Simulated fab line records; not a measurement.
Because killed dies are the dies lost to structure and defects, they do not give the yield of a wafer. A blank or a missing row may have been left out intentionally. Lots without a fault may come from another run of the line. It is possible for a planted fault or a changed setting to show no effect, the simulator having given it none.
fab line records	flow n5-finfet
record lots=5	wafers=15	last-day=18
route steps=1938 shown BEOL_M8@1358 PASSIVATION@1936
lots that met no fault: from a run of the same line without faults
start-h: hours from the record's opening day to when the first of the lot's shown wafers began	wait-h: how many hours have passed since the lot's step before this one	" as in the row above	L1.1+2: a single row standing in for several wafers	- no value, or no start given	* or withheld: withheld	< > ~ a bound
route shown NAME@n: names a module that has steps shown in the file, with the first one's number in the route	usual: mean/standard deviation of fault-free wafers	same: alike in all rows	chamber/n: place in a boat	sites: readings site by site	_std_site: the values' standard deviation	_edge_site: mean of outer sites minus mean of inner sites	radius-mm: how far each site lies from the wafer's centre	mask NAME#n: copy n	behind: the last tool/chamber to shape the wafer	hold: why the lot was held/for how many hours/how that ended	device: which transistor (n, p or np) failed to switch	end of line: the same wafers' tests at the end of the route	a step with no rows: only its recipe	killed: not the wafer's yield, but the dies lost to structure and defects at the first sort	map: a wafer's dies, marking killed ones x, the rest . and places with no die _
set.NAME: the setting that was run; set.NAME@STEP: the one run at that earlier step	model.NAME: the simulator's own value behind a step, which no gauge read
lots seen at some steps along the route; tables by step, rows by wafer
services: the hour from which a tool's chamber was out of use, counted from the record's first day as start-h (under 0 if before that day), plus the number of hours and why
## steps
# step N5_BEOL_M8_COAT_71
# recipe resist=underlayer	temp-c=205	time-s=60	spin-rpm=1500	resist-thk-nm=5
# step N5_BEOL_M8_COAT_22
# recipe resist=CAR-EUV	spin-rpm=1500	resist-thk-nm=30
# step N5_BEOL_M8_EBR_24
# recipe solvent=PGMEA	ebr-width-mm=1.5
# step N5_BEOL_M8_SOFTBAKE_23
# recipe temp-c=110	time-s=60	resist=CAR-EUV
# step N5_BEOL_M8_EXPOSE_25
# recipe mask-id=V7	na=0.33	source-shape=annular	sigma-inner=0.4	sigma-outer=0.8	polarization=unpolarized	target-cd-nm=40	dose-mj=42.5
# step N5_BEOL_M8_PEB_26
# recipe peb-temp-c=100	peb-time-s=60	resist=CAR-EUV
# step N5_BEOL_M8_DEVELOP_27
# recipe develop-time-s=30	developer=TMAH	resist=CAR-EUV	rinse-liquid=surfactant-rinse	dry=air-spin	dev-temp-c=23
# step N5_BEOL_M8_CD_MEAS_28
# recipe target-cd-nm=40	landing-energy-ev=500	detector=se-inlens
# usual cd-nm=40.00/0.21
lot.wafer	tool	chamber	start-h	wait-h	cd-nm
L810.3	cd-sem-02	0	206.97	-	40.15
L810.4	"	0	"	"	39.96
L810.6	"	0	"	"	40.07
L812.3	cd-sem-01	0	211.99	-	40.17
L812.4	"	0	"	"	40.15
L812.6	"	0	"	"	39.83
L824.2	cd-sem-03	0	292.21	-	39.89
L824.3	"	0	"	"	40.48
L824.4	"	0	"	"	40.16
L825.3	cd-sem-03	0	317.58	-	40.17
L825.4	"	0	"	"	40.12
L825.6	"	0	"	"	40.18
L831.1	cd-sem-01	0	350.86	-	40.27
L831.3	"	0	"	"	40.28
L831.4	"	0	"	"	40.18
# step N5_BEOL_M8_OVL_MEAS_29
# recipe points-per-wafer=522
# usual V7_OVL=0.4/0.79
lot.wafer	tool	chamber	start-h	wait-h	V7_OVL[nm]
L810.3	overlay-01	0	207.01	0.0	0.7
L810.4	"	0	"	"	0.6
L810.6	"	0	"	"	0.5
L812.3	overlay-02	0	212.03	0.0	0.4
L812.4	"	0	"	"	-0.8
L812.6	"	0	"	"	-1.2
L824.2	overlay-02	0	292.24	0.0	-0.8
L824.3	"	0	"	"	0.7
L824.4	"	0	"	"	-1.1
L825.3	overlay-02	0	317.62	0.0	1.4
L825.4	"	0	"	"	0.9
L825.6	"	0	"	"	1.3
L831.1	overlay-02	0	350.89	0.0	2.4
L831.3	"	0	"	"	1.8
L831.4	"	0	"	"	1.8
# step N5_BEOL_M8_INSPECT_30
# recipe mode=adi	inspect-instrument=brightfield
# usual raw-defect-count=392/95
lot.wafer	tool	chamber	start-h	wait-h	raw-defect-count
L810.3	defect-inspect-01	-	207.06	0.0	436
L810.4	"	-	"	"	291
L810.6	"	-	"	"	407
L812.3	defect-inspect-02	-	212.07	0.0	302
L812.4	"	-	"	"	356
L812.6	"	-	"	"	286
L824.2	defect-inspect-01	-	292.29	0.0	360
L824.3	"	-	"	"	278
L824.4	"	-	"	"	344
L825.3	defect-inspect-02	-	317.67	0.0	253
L825.4	"	-	"	"	261
L825.6	"	-	"	"	319
L831.1	defect-inspect-02	-	350.95	0.1	499
L831.3	"	-	"	"	428
L831.4	"	-	"	"	358
# step N5_BEOL_M8_DESCUM_33
# recipe chemistry=O2	time-s=7	source-power-w=50	bias-power-w=20	pressure-mtorr=20	rf-frequency-hz=2.712e+07	temp-c=40	resist=CAR-EUV	o2-flow-sccm=225
# usual drypump-motor-current-A=5.8/0.42	o2-flow-sccm=225.0/0.68	oes-product-au=0.80/0.11	rf-vpp-V=243.2/1.5	showerhead-plenum-p-Torr=2.10/0.087	throttle-valve-pct=20.4/0.3
lot.wafer	tool	chamber	start-h	wait-h	drypump-motor-current-A	o2-flow-sccm	oes-product-au	rf-hours-counter-h	rf-vpp-V	showerhead-plenum-p-Torr	throttle-valve-pct
L810.3	rie-diel-05	1	207.28	0.2	5.5	225.1	0.67	238	243.3	2.05	20.6
L810.4	"	2	"	"	6.1	225.8	0.73	182	242.9	2.18	20.7
L810.6	"	1	"	"	5.5	224.3	0.67	-	243.9	2.05	20.6
L812.3	rie-diel-03	1	212.84	0.8	6.1	226.6	0.98	3	242.7	2.05	19.8
L812.4	"	0	"	"	6.2	225.7	0.69	-	244.9	2.16	20.7
L812.6	"	1	"	"	6.1	225.7	0.99	-	243.0	2.05	19.8
L824.2	rie-diel-03	3	292.61	0.3	5.1	224.9	0.68	233	241.8	1.98	20.8
L824.3	"	2	"	"	5.2	224.7	0.91	27	244.3	2.07	20.5
L824.4	"	0	"	"	6.2	224.2	0.67	-	245.1	2.15	20.8
L825.3	rie-diel-05	2	317.70	0.0	6.2	223.8	0.70	231	243.2	2.16	20.8
L825.4	"	0	"	"	6.1	225.4	0.88	-	244.6	2.23	20.1
L825.6	"	2	"	"	6.1	225.1	0.70	-	243.6	2.16	20.8
L831.1	rie-diel-05	2	350.98	0.0	6.1	224.2	0.69	242	244.9	2.16	20.8
L831.3	"	1	"	"	5.5	225.5	0.89	28	242.5	2.03	20.2
L831.4	"	3	"	"	6.1	224.7	0.97	9	244.8	2.25	20.2
# step N5_BEOL_M8_ETCH_72
# recipe chemistry=N2/H2	target=underlayer	target-depth-a=65	mask-material=CAR-EUV	time-s=5.2	ion-energy-ev=200	pressure-mtorr=30	source-w=840	bias-w=150	n2-flow-sccm=200	h2-flow-sccm=200	ends=cleared
# usual bias-w=150.1/0.47	drypump-motor-current-A=5.8/0.42	etch-rf-on-time-s=5.24/0.12	oes-product-au=0.68/0.096	rf-vpp-V=524/3.1	showerhead-plenum-p-Torr=2.55/0.11	throttle-valve-pct=17.79/0.27
lot.wafer	tool	chamber	start-h	wait-h	bias-w	drypump-motor-current-A	etch-rf-on-time-s	oes-product-au	rf-hours-counter-h	rf-vpp-V	showerhead-plenum-p-Torr	throttle-valve-pct
L810.3	rie-diel-05	1	207.31	0.0	150.4	5.5	5.45	0.57	238	523	2.49	17.95
L810.4	"	2	"	"	150.6	6.1	5.29	0.62	182	527	2.63	18.02
L810.6	"	1	"	"	149.0	5.5	5.42	0.58	-	521	2.49	17.97
L812.3	rie-diel-03	1	212.87	0.0	149.8	6.1	5.23	0.83	3	522	2.50	17.29
L812.4	"	0	"	"	149.7	6.2	5.23	0.59	-	523	2.62	18.06
L812.6	"	1	"	"	149.8	6.1	5.21	0.85	-	521	2.50	17.32
L824.2	rie-diel-03	3	292.65	0.0	151.1	5.1	5.37	0.58	233	519	2.39	18.07
L824.3	"	2	"	"	150.6	5.2	5.17	0.76	27	522	2.47	17.68
L824.4	"	0	"	"	149.5	6.2	5.32	0.56	-	525	2.61	18.10
L825.3	rie-diel-05	2	317.74	0.0	149.4	6.1	5.22	0.60	231	525	2.61	18.11
L825.4	"	0	"	"	149.9	6.1	5.03	0.75	-	527	2.70	17.47
L825.6	"	2	"	"	150.2	6.1	5.25	0.59	-	526	2.61	18.12
L831.1	rie-diel-05	2	351.01	0.0	149.9	6.1	5.30	0.58	242	525	2.61	18.14
L831.3	"	1	"	"	149.8	5.5	5.20	0.74	28	521	2.47	17.53
L831.4	"	3	"	"	150.2	6.1	5.15	0.82	9	528	2.70	17.47
# step N5_BEOL_M8_ETCH_65
# recipe chemistry=CF4	target=SiARC	target-depth-a=156	mask-material=CAR-EUV	time-s=26	ion-energy-ev=80	pressure-mtorr=40	source-w=545	bias-w=36	Ar_flow_sccm=100	cf4-flow-sccm=100	ends=cleared
# usual bias-w=36.01/0.11	cf4-flow-sccm=100.0/0.34	drypump-motor-current-A=5.8/0.42	etch-rf-on-time-s=26.2/0.66	oes-product-au=0.68/0.097	rf-vpp-V=184.2/1.3	showerhead-plenum-p-Torr=2.15/0.083	throttle-valve-pct=15.6/0.3
lot.wafer	tool	chamber	start-h	wait-h	bias-w	cf4-flow-sccm	drypump-motor-current-A	etch-rf-on-time-s	oes-product-au	rf-hours-counter-h	rf-vpp-V	showerhead-plenum-p-Torr	throttle-valve-pct
L810.3	rie-diel-05	1	207.33	0.0	35.84	100.4	5.5	27.3	0.57	238	184.4	2.11	15.9
L810.4	"	2	"	"	36.03	99.7	6.1	26.6	0.62	182	184.6	2.21	15.8
L810.6	"	1	"	"	36.04	100.5	5.5	27.3	0.57	-	184.3	2.11	15.9
L812.3	rie-diel-03	1	212.89	0.0	35.95	99.7	6.1	26.3	0.84	3	185.2	2.11	15.0
L812.4	"	0	"	"	36.07	99.6	6.2	26.9	0.58	-	184.1	2.21	15.9
L812.6	"	1	"	"	36.06	99.6	6.1	26.3	0.84	-	183.3	2.11	15.0
L824.2	rie-diel-03	3	292.66	0.0	35.85	100.0	5.1	27.0	0.58	233	182.3	2.03	16.0
L824.3	"	2	"	"	36.02	99.4	5.2	26.1	0.77	27	183.7	2.10	15.5
L824.4	"	0	"	"	36.25	70.1	6.2	28.1	0.55	-	185.3	1.98	14.8
L825.3	rie-diel-05	2	317.76	0.0	36.06	100.0	6.1	26.1	0.59	231	186.2	2.19	15.9
L825.4	"	0	"	"	36.11	99.9	6.1	24.9	0.76	-	186.2	2.27	15.2
L825.6	"	2	"	"	36.18	99.8	6.1	26.3	0.60	-	185.9	2.19	15.9
L831.1	rie-diel-05	2	351.03	0.0	35.82	100.4	6.1	26.8	0.58	242	185.6	2.19	15.9
L831.3	"	1	"	"	35.86	99.9	5.5	26.0	0.75	28	184.0	2.10	15.5
L831.4	"	3	"	"	36.01	100.2	6.1	25.4	0.83	9	185.7	2.27	15.3
# step N5_BEOL_M8_ETCH_66
# recipe chemistry=N2/H2	target=SOC	target-depth-a=800	overetch-a=160	mask-material=SiARC	temp-c=40	time-s=120	ion-energy-ev=200	pressure-mtorr=30	source-w=840	bias-w=150	n2-flow-sccm=200	h2-flow-sccm=200
# usual bias-w=150.0/0.44	drypump-motor-current-A=5.8/0.42	oes-product-au=0.61/0.081	rf-vpp-V=524/3	showerhead-plenum-p-Torr=2.55/0.11	throttle-valve-pct=17.75/0.27
lot.wafer	tool	chamber	start-h	wait-h	bias-w	drypump-motor-current-A	oes-product-au	rf-hours-counter-h	rf-vpp-V	showerhead-plenum-p-Torr	throttle-valve-pct
L810.3	rie-diel-05	1	207.36	0.0	150.1	5.5	0.52	238	524	2.49	17.91
L810.4	"	2	"	"	149.2	6.1	0.57	182	526	2.63	18.00
L810.6	"	1	"	"	149.3	5.5	0.53	-	523	2.49	17.91
L812.3	rie-diel-03	1	212.92	0.0	149.8	6.1	0.75	3	522	2.50	17.25
L812.4	"	0	"	"	149.8	6.2	0.53	-	527	2.62	18.03
L812.6	"	1	"	"	149.8	6.1	0.76	-	522	2.50	17.26
L824.2	rie-diel-03	3	292.69	0.0	150.2	5.2	0.53	233	520	2.39	18.05
L824.3	"	2	"	"	150.6	5.2	0.69	27	522	2.47	17.60
L824.4	"	0	"	"	149.5	6.2	0.51	-	524	2.61	18.10
L825.3	rie-diel-05	2	317.78	0.0	150.3	6.1	0.54	231	527	2.61	18.08
L825.4	"	0	"	"	150.8	6.1	0.66	-	528	2.70	17.44
L825.6	"	2	"	"	150.7	6.1	0.54	-	526	2.61	18.08
L831.1	rie-diel-05	2	351.06	0.0	149.6	6.1	0.53	242	526	2.61	18.10
L831.3	"	1	"	"	149.5	5.5	0.66	28	524	2.47	17.50
L831.4	"	3	"	"	150.0	6.2	0.73	9	528	2.70	17.44
# step N5_PASSIVATION_PROBE_49
# usual defect-limited-yield=91.3/1.7	killed_at_M0_to_M3=33/9.9	killed_at_M4_up=14/6.4	killed-at-contacts=12/7	killed-at-front-end=41/13	killed-at-other=3.1/2.9	killed-dies=103/20	killed-open=67/14	killed-short=34/9.4	sort_bin_4_leakage=0.03/0.24	sort_bin_5_function=5.1/1.1	sort_bin_6_memory=3.2/0.79	sort_bin_8_speed=0.02/0.15	sort-n-pass=1077/21	sort-yield-pct=91.2/1.7
# same gross-dies=1180	killed-at-back-side=0
lot.wafer	tool	chamber	start-h	wait-h	defect-limited-yield[%]	killed_at_M0_to_M3	killed_at_M4_up	killed-at-contacts	killed-at-front-end	killed-at-other	killed-dies	killed-open	killed-short	sort_bin_4_leakage[%]	sort_bin_5_function[%]	sort_bin_6_memory[%]	sort_bin_8_speed[%]	sort-n-pass	sort-yield-pct[%]
L810.3	prober-02	-	271.03	0.1	93.1	31	7	10	33	1	82	51	31	0	3.9	2.9	0	1098	93.1
L810.4	prober-02	-	271.08	0.2	90.7	45	20	14	29	2	110	70	40	0	5.8	3.1	0	1070	90.7
L810.6	prober-02	-	271.18	0.3	93.1	33	6	6	37	0	82	53	29	0	4.7	2.0	0	1098	93.1
L812.3	prober-02	-	279.27	0.1	90.0	41	11	8	57	1	118	71	46	0	5.4	3.9	0.08	1062	90.0
L812.4	prober-02	-	279.32	0.2	91.1	33	15	6	50	1	105	76	27	0	5.8	2.7	0	1075	91.1
L812.6	prober-02	-	279.42	0.3	90.6	48	18	3	41	1	111	74	36	0	5.5	3.6	0	1069	90.6
L824.2	prober-01	-	362.36	0.1	92.4	26	9	6	37	12	90	53	34	0	4.9	2.4	0	1090	92.4
L824.4	prober-01	-	362.46	0.2	92.7	20	10	9	39	8	86	61	24	0	4.2	2.8	0	1094	92.7
# killed by level:class
L810.3 FIN_SAQP:geometric-particle:short=9 DUMMY_GATE:geometric-particle:open=7 MOL_CONTACT_COAG:geometric-particle:open=7 BEOL_M2:geometric-particle:open=7 BEOL_M3:geometric-particle:open=7 FIN_SAQP:geometric-particle:open=6 BEOL_M0_SAQP:geometric-particle:short=4 BEOL_M3:geometric-particle:short=3
L810.4 MOL_CONTACT_COAG:geometric-particle:open=13 BEOL_M0_SAQP:geometric-particle:short=10 FIN_SAQP:geometric-particle:open=8 BEOL_M0_SAQP:geometric-particle:open=8 BEOL_M3:geometric-particle:open=8 FIN_SAQP:geometric-particle:short=7 BEOL_M2:geometric-particle:open=7 BEOL_M1:geometric-particle:short=4
L810.6 FIN_SAQP:geometric-particle:open=10 FIN_SAQP:geometric-particle:short=8 BEOL_M0_SAQP:geometric-particle:short=8 BEOL_M3:geometric-particle:open=7 MOL_CONTACT_COAG:geometric-particle:open=6 BEOL_M0_SAQP:geometric-particle:open=6 BEOL_M3:geometric-particle:short=5 DUMMY_GATE:geometric-particle:open=4
L812.3 STI_FIN_REVEAL:geometric-particle:open=17 BEOL_M0_SAQP:geometric-particle:short=11 GATE_CUT:geometric-particle:short=9 FIN_SAQP:geometric-particle:short=8 BEOL_M2:geometric-particle:open=8 BEOL_M3:geometric-particle:open=8 FIN_SAQP:geometric-particle:open=7 BEOL_M4:geometric-particle:open=7
L812.4 STI_FIN_REVEAL:geometric-particle:open=15 GATE_CUT:geometric-particle:open=9 GATE_CUT:geometric-particle:short=8 BEOL_M0_SAQP:geometric-particle:open=8 BEOL_M2:geometric-particle:open=7 BEOL_M4:geometric-particle:open=7 BEOL_M3:geometric-particle:open=6 BEOL_M1:geometric-particle:open=5
L812.6 STI_FIN_REVEAL:geometric-particle:open=15 BEOL_M1:geometric-particle:open=11 BEOL_M0_SAQP:geometric-particle:short=10 GATE_CUT:geometric-particle:short=8 BEOL_M4:geometric-particle:open=8 BEOL_M3:geometric-particle:open=7 BEOL_M0_SAQP:geometric-particle:open=6 BEOL_M2:geometric-particle:open=6
L824.2 GATE_CUT:geometric-particle:short=8 FIN_SAQP:geometric-particle:open=7 BEOL_M3:geometric-particle:open=7 STI_FIN_REVEAL:geometric-particle:open=7 BEOL_M0_SAQP:geometric-particle:open=6 MOL_CONTACT_COAG:geometric-particle:open=5 STARTING-WAFER:geometric-particle:open=4 BEOL_M2:geometric-particle:open=4
L824.4 FIN_SAQP:geometric-particle:open=12 MOL_CONTACT_COAG:geometric-particle:open=8 STI_FIN_REVEAL:geometric-particle:open=7 BEOL_M1:geometric-particle:open=6 GATE_CUT:geometric-particle:open=5 BEOL_M0_SAQP:geometric-particle:open=4 PASS1_CAP:geometric-particle:short=4 FIN_SAQP:geometric-particle:short=3
## services
tool	chamber	start-h	hours	kind
rie-diel-03	1	192.64	-	clean
rie-diel-03	1	192.64	-	consumable-replace:focus-ring
rie-diel-03	1	192.64	15.9	scheduled-down
rie-diel-03	1	192.64	15.9	vent-cycle
rie-diel-03	2	208.58	-	clean
rie-diel-05	0	218.65	-	clean
rie-diel-05	0	218.65	-	consumable-replace:focus-ring
rie-diel-05	0	218.65	-	consumable-replace:showerhead
rie-diel-05	1	237.91	6.5	repair
rie-diel-05	1	244.59	-	clean
rie-diel-05	1	244.59	-	consumable-replace:focus-ring
rie-diel-05	1	244.59	22.0	scheduled-down
rie-diel-05	1	244.59	22.0	vent-cycle
rie-diel-03	0	258.93	7.9	repair
rie-diel-03	1	266.71	8.6	repair
rie-diel-03	1	289.50	8.2	repair
rie-diel-05	3	299.94	-	clean
rie-diel-05	3	299.94	-	consumable-replace:focus-ring
rie-diel-05	3	299.94	-	consumable-replace:showerhead
rie-diel-05	3	299.94	23.6	scheduled-down
rie-diel-05	3	299.94	23.6	vent-cycle
rie-diel-05	1	308.63	4.9	repair
rie-diel-03	2	309.62	9.7	repair
rie-diel-05	1	329.31	1.2	repair
## key
first-sign step=N5_BEOL_M8_ETCH_65	reading=cf4-flow-sccm	direction=down	sigmas=88	usual=100.0	struck=70.1
effect none on later readings
met-at N5_BEOL_M8_ETCH_65
struck-wafers L824.4
onset-between 212.89 292.66
fault kind=process-parameter-drift	tool=rie-diel-03	chamber=0	onset-h=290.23	steps=N5_BEOL_M8_ETCH_65	channel=cf4-flow-sccm	offset=-30	shape=step	end-h=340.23	acts-in=these-recipes-only	stated=100
